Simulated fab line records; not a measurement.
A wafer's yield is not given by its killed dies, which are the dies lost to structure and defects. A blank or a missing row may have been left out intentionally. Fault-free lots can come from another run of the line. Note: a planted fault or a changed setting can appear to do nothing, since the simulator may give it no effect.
Shared-tool check + flow nand_harc + Sampled: 13 lots, 39 wafers

WHAT PROMPTED THE OPENING
At NHARC_END_SORT_01 the reading killed_at_array is flagged on 2 of 13 lots. Fault-free wafers read 28, with a standard deviation of 8.6.
Rule: a lot is flagged in two cases, either no wafer of it has a number, or all its wafers with numbers fall more than 4 standard deviations from that mean. The rest of the lots are taken to be sound.

| lot  | measured     | on        | killed_at_array, wafer by wafer | flag    |
|------|--------------|-----------|---------------------------------|---------|
| L597 | day 19 12:20 | prober-01 | 27 26 16                        |         |
| L595 | day 19 12:20 | prober-02 | 38 32 23                        |         |
| L600 | day 20 03:54 | prober-01 | 27 16 21                        |         |
| L603 | day 21 05:56 | prober-01 | 22 26 25                        |         |
| L604 | day 21 13:43 | prober-01 | 677 674 675                     | FLAGGED |
| L609 | day 22 04:52 | prober-02 | 21 28 25                        |         |
| L606 | day 22 05:23 | prober-01 | 676 677 674                     | FLAGGED |
| L612 | day 23 13:19 | prober-01 | 32 21 33                        |         |
| L614 | day 23 20:45 | prober-02 | 23 16 21                        |         |
| L611 | day 23 21:09 | prober-01 | 46 44 41                        |         |
| L613 | day 24 02:55 | prober-02 | 31 28 34                        |         |
| L615 | day 24 20:11 | prober-01 | 27 28 31                        |         |
| L616 | day 25 06:25 | prober-01 | 20 25 18                        |         |
The numbers of the flagged lots are 676 on average: +648 against the usual, or +75 standard deviations.

WHICH TOOL EACH LOT WENT THROUGH
The record holds 1 process step before the reading, out of a route of 1159 steps. Each cell gives the tool, then ch followed by the chambers the sampled wafers passed through, then the start.
| lot  | flag    | NHARC_A_CHANNEL_HOLE_D1_ETCH_38    |
|------|---------|------------------------------------|
| L597 |         | rie_diel-05 ch 0,2,3, day 8 17:34  |
| L595 |         | rie_diel-10 ch 0,3, day 8 17:42    |
| L600 |         | rie_diel-10 ch 0,1, day 9 05:10    |
| L603 |         | rie_diel-10 ch 1,2,3, day 9 20:54  |
| L604 | FLAGGED | rie_diel-10 ch 1,2, day 10 12:16   |
| L609 |         | rie_diel-05 ch 0,2,3, day 11 17:53 |
| L606 | FLAGGED | rie_diel-10 ch 0,1, day 11 17:19   |
| L612 |         | rie_diel-10 ch 1,2,3, day 12 15:34 |
| L614 |         | rie_diel-10 ch 1,2,3, day 12 13:34 |
| L611 |         | rie_diel-07 ch 0,1, day 12 14:13   |
| L613 |         | rie_diel-05 ch 1,2,3, day 12 13:41 |
| L615 |         | rie_diel-05 ch 0,1, day 13 14:19   |
| L616 |         | rie_diel-07 ch 0,1,2, day 13 12:43 |
These steps, and what they do:
- NHARC_A_CHANNEL_HOLE_D1_ETCH_38: etches the open film in CF4, target depth 39 nm, time 65 s.
- NHARC_END_SORT_01

FLAGGED OVER TOTAL, TOOL BY TOOL (the gauges that took the reading come last)
| step                            | tool        | lots run | flagged | share of the flagged lots | sound lots run after its first flagged lot |
|---------------------------------|-------------|----------|---------|---------------------------|--------------------------------------------|
| NHARC_A_CHANNEL_HOLE_D1_ETCH_38 | rie_diel-05 | 4        | 0       | none                      | -                                          |
| NHARC_A_CHANNEL_HOLE_D1_ETCH_38 | rie_diel-07 | 2        | 0       | none                      | -                                          |
| NHARC_A_CHANNEL_HOLE_D1_ETCH_38 | rie_diel-10 | 7        | 2       | all                       | 2 (L614,L612)                              |
| NHARC_END_SORT_01               | prober-01   | 9        | 2       | all                       | 4 (L612,L611,L615,L616)                    |
| NHARC_END_SORT_01               | prober-02   | 4        | 0       | none                      | -                                          |

WHAT IS ALLOWED BY THE TABLE
Rows of the table that ran all the flagged lots, 2 in number: rie_diel-10 at NHARC_A_CHANNEL_HOLE_D1_ETCH_38; prober-01 at NHARC_END_SORT_01.
- rie_diel-10 at NHARC_A_CHANNEL_HOLE_D1_ETCH_38 ran 7 lots, 2 of them flagged. After the first flagged lot (L614, L612), sound lots still ran on it; a lasting fault on the whole tool would not permit that. On the flagged lots its readings are blank where sound lots have values: bias_w, cf4_flow_sccm, drypump_motor_current_A, oes_product_au and 3 more.
- prober-01 at NHARC_END_SORT_01 ran 9 lots, 2 of them flagged. After the first flagged lot (L612, L611, L615, L616), sound lots still ran on it; a lasting fault on the whole tool would not permit that.
None of the table's rows ran every flagged lot and, after the first, no sound lot.

WHAT WAS PUT IN BY THE SIMULATOR
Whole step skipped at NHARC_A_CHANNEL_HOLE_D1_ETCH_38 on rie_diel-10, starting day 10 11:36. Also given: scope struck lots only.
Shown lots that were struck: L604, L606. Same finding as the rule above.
